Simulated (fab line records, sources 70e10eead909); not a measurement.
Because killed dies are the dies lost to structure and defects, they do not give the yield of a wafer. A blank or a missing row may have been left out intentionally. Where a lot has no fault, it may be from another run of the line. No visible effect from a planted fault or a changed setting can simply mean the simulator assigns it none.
Matching of chambers ; flow nandHarc ; 4 sister chambers for NHARC_A_STAIRCASE_ALD_420 on aldHk-01
The step deposits SiO2, target thk 20 nm, pulse time 6 s, ald cycles 200. 8 wafers are shown with their chamber, then 10 later ones without.

== EACH WAFER AND ITS CHAMBER ==
wafer;chamber;heaterPowerW (W);precursorPulseHeightRel
L080.1;1;543;0.972
L083.3;2;479;1.031
L083.6;1;492;0.998
L085.2;2;496;1.003
L085.4;0;628;1.011
L085.5;3;513;1.023
L087.1;3;542;0.988
L087.5;0;642;0.994

== WAFERS WITH NO CHAMBER GIVEN ==
wafer;heaterPowerW (W);precursorPulseHeightRel
L087.6;523;1.019
L087.2;494;0.995
L087.3;650;1.003
L087.4;515;0.993
L088.2;635;0.989
L088.3;531;0.968
L088.6;542;0.995
L093.1;662;1.020
L093.2;550;0.977
L093.4;485;0.975

== WHICH CHAMBER EACH ONE RAN IN ==
wafer;from the rows above;in truth
L087.6;can't be placed: 3 or 2 or 1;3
L087.2;can't be placed: 2 or 1 or 3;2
L087.3;0;0
L087.4;can't be placed: 1 or 3 or 2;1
L088.2;0;0
L088.3;can't be placed: 1 or 3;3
L088.6;can't be placed: 3 or 1 or 2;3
L093.1;0;0
L093.2;can't be placed: 1 or 3 or 2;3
L093.4;can't be placed: 1 or 2 or 3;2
Correct placement for 3 of the 10. Not placeable from these rows: 7 (in 7, the candidates include the true chamber). Placed wrongly: 0.
How it was worked out, from the rows above alone: a wafer's distance from a chamber is the root of the sum, over the readings, of the square of ((its reading less the chamber's mean) divided by the reading's scatter). If the next closest chamber is less than 2 further off than the closest, the wafer can't be placed; otherwise it belongs to the closest. Each chamber's mean is taken over the wafers shown for it. The scatter: take each reading less its chamber's mean, square it, sum over the shown wafers, divide by the number of wafers less the number of chambers, and take the root.
